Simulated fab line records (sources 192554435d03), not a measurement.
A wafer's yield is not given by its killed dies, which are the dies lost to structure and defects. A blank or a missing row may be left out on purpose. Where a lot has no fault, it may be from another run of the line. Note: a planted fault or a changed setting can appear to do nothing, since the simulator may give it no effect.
Chamber matching ; flow n5-finfet ; N5_BEOL_M12_CMP_49 on cmp-03 has 4 sister chambers
The step polishes, stops on SiOC, t overpolish 20.6 s, target thk 320 nm. 4 wafers are shown with their chamber, then 9 later ones without.

## EACH WAFER AND ITS CHAMBER
wafer;chamber;motor-current-A (A)
L087.2;0;6.4
L089.1;1;5.9
L089.5;3;6.0
L089.6;2;4.7

## WAFERS WHOSE CHAMBER IS MISSING
wafer;motor-current-A (A)
L090.1;5.8
L090.3;6.5
L090.5;5.6
L094.1;5.1
L094.5;6.1
L094.6;5.6
L095.2;6.2
L095.4;5.6
L095.6;6.1

## CHAMBER TAKEN BY EACH
wafer;from the rows above;in truth
L090.1;can't be placed: 1 or 3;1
L090.3;can't be placed: 0 or 3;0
L090.5;can't be placed: 1 or 3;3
L094.1;can't be placed: 2 or 1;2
L094.5;can't be placed: 3 or 1 or 0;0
L094.6;can't be placed: 1 or 3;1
L095.2;can't be placed: 0 or 3 or 1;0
L095.4;can't be placed: 1 or 3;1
L095.6;can't be placed: 3 or 1 or 0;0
Placed correctly: 0 of 9. Unplaceable from these rows: 9, with the true chamber sitting among the candidates in 9. 0 placed wrongly.
How it was worked out, from the rows above alone: a wafer's distance from a chamber is the root of the sum, over the readings, of the square of ((its reading less the chamber's mean) divided by the reading's scatter). If the next closest chamber is less than 2 further off than the closest, the wafer can't be placed; otherwise it belongs to the closest. For every chamber, the mean is computed from those of its wafers that are shown. The scatter: root of mean squared gap, hidden wafer to nearest shown wafer, with one shown wafer a chamber.
